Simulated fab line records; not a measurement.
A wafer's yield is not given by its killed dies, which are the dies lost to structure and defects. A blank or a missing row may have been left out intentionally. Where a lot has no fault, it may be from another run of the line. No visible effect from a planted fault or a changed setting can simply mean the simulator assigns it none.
8D (eight disciplines) problem report, filled in by code || flow n5-finfet || the parts of the form that need people (team, actions taken, sign-off) are left out

1. PROBLEM STATEMENT
Mean of barrier-field-endpoint-s at N5_BEOL_M12_CMP_49: 33.7 s across 2 wafers in 2 lots; on wafers with no fault it is 30.4 s (standard deviation 0.65). Relative to the usual mean, that is a shift of +5.0 standard deviations.
The step: polishes, stops on SiOC, t overpolish 20.6 s, target thk 320 nm.
The first sign was on wafer L231.6 at day 15 12:34, on cmp-02. Wafers with a number at this step in the record: 27, from 9 lots. Rule for "out" (also "out of limits"): further than 4 standard deviations from the usual mean. Any other wafer with a number is counted as sound.

2. WHAT IT IS AND WHAT IT IS NOT
{"question": "which readings at this step", "is": "barrier-field-endpoint-s", "is not": "motor-current-A"}
{"question": "which lots", "is": "L229, L231", "is not": "L218, L219, L222, L223, L234, L235, L238"}
{"question": "which wafers of those lots", "is": "L229.6, L231.6", "is not": "L229.4, L229.5, L231.3, L231.4"}
{"question": "read on which tools", "is": "cmp-02", "is not": "cmp-03, cmp-04"}
{"question": "when", "is": "from day 15 12:34", "is not": "up to then (14 sound wafers); but 11 sound wafers of L229, L234, L235, L238 came after"}

3. THE SUSPECTS, EACH WITH WHAT RULES IT OUT
Counting: if a tool at a process step up to the reading ran every lot that is out, it stays a suspect. Sound lots after the first of them don't rule it out here, since some wafers of a struck lot are sound.
- rie-diel-04 at N5_BEOL_M12_ETCH_67 (etches SiARC in CF4, target depth 143 nm, time 238.3 s): kept. It ran every lot that is out, first L231 (day 15 09:13).
- pvd-sputter-01 at N5_BEOL_M12_SPUTTER_44 (material Ta, target thk 10 nm, time 16.13 s): kept. Ran every lot that is out, first one L231 (day 15 11:54); last sound lot up to then L223 (day 13 18:24).
- cmp-02 at N5_BEOL_M12_CMP_49 (polishes, stops on SiOC, t overpolish 20.6 s, target thk 320 nm): kept. It ran every lot that is out, first L231 (day 15 12:34). On those wafers its own readings are out: barrier-field-endpoint-s.
The count leaves rie-diel-04 at N5_BEOL_M12_ETCH_67, pvd-sputter-01 at N5_BEOL_M12_SPUTTER_44, and cmp-02 at N5_BEOL_M12_CMP_49.

4. THE CAUSE (what the simulator had put in)
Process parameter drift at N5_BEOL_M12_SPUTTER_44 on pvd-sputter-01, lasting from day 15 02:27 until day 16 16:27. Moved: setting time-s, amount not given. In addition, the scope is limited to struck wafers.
Counting left 3 suspects, and this tool is among them.

5. SEQUENCE OF EFFECTS, ordered by route
Rows list readings where the struck wafers' mean (over those with a number) sits beyond 3 standard deviations from the usual. Only readings whose record carries a usual standard deviation are examined. hours: median over the lots of the time between each lot's start at the first step of this table that gives one and its start at this step. sigmas: the change, counted in usual standard deviations.
{"hours": 0, "step": "N5_BEOL_M12_CMP_49", "reading": "barrier-field-endpoint-s", "usual": "30.4 s", "on struck wafers": 33.7, "change": "+3.3", "sigmas": "+5.0"}
Here are the process steps it includes:
- N5_BEOL_M12_CMP_49: polishes, stops on SiOC, t overpolish 20.6 s, target thk 320 nm.
At these later measuring or inspecting steps, every struck wafer for which the step has a row has a number for every such reading, and none has moved that far: N5_BEOL_M13_THK_MEAS_01.

6. HOW IT WOULD HAVE BEEN CAUGHT EARLIER
In this record no reading fell out of limits until day 15 12:34, 10 hours after the fault had begun at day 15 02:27.
An alarm limit of 4 standard deviations would not have fired on the tool readings at N5_BEOL_M12_SPUTTER_44 for which the record gives a usual standard deviation, since none of them was out on any struck wafer.
Of the lots that are out (2), L229 began N5_BEOL_M12_SPUTTER_44 on pvd-sputter-01 after day 15 12:34. Putting the tool on hold at that point would have spared it.
